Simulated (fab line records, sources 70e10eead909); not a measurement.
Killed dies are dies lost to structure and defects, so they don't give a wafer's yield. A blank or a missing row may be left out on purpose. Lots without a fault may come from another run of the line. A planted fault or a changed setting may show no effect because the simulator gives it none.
Chamber matching | flow nand_harc | NHARC_A_CHANNEL_FILL_D2_ALD_16 on ald_hk-01: 4 sister chambers
The step deposits SiO2, target thk 1.5 nm, pulse time 10 s, ald cycles 15. 8 wafers are shown with their chamber, then 7 later ones without.

WAFERS WITH THEIR CHAMBER
wafer  | chamber | heater_power_w (W) | precursor_pulse_height_rel
L906.5 | 0       | 432                | 1.014
L911.3 | 3       | 482                | 1.018
L911.4 | 2       | 503                | 1.010
L911.5 | 3       | 466                | 0.995
L913.1 | 0       | 425                | 0.999
L913.5 | 1       | 431                | 0.999
L916.1 | 1       | 419                | 1.004
L916.4 | 2       | 466                | 1.020

WAFERS WITHOUT THEIR CHAMBER
wafer  | heater_power_w (W) | precursor_pulse_height_rel
L916.5 | 470                | 1.014
L917.1 | 414                | 0.974
L917.2 | 477                | 1.009
L917.4 | 415                | 0.996
L919.1 | 408                | 1.015
L919.5 | 383                | 0.993
L919.6 | 419                | 1.019

WHICH CHAMBER EACH WENT THROUGH
wafer  | from the rows above     | in truth
L916.5 | can't be placed: 3 or 2 | 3
L917.1 | can't be placed: 1 or 0 | 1
L917.2 | can't be placed: 3 or 2 | 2
L917.4 | can't be placed: 1 or 0 | 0
L919.1 | can't be placed: 0 or 1 | 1
L919.5 | can't be placed: 1 or 0 | 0
L919.6 | can't be placed: 0 or 1 | 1
Placed correctly: 0 of 7. Can't be placed from these rows: 7 (the true chamber is among the candidates in 7). Placed wrongly: 0.
How it was worked out, from the rows above alone: a wafer's distance from a chamber is the root of the sum, over the readings, of the square of ((its reading less the chamber's mean) divided by the reading's scatter). The wafer belongs to the nearest chamber; if the next one is less than 2 further off, it can't be placed. A chamber's mean is the mean of its shown wafers. The scatter: the root of (the sum of the squares of (reading less its chamber's mean) over the shown wafers, divided by (wafers less chambers)).
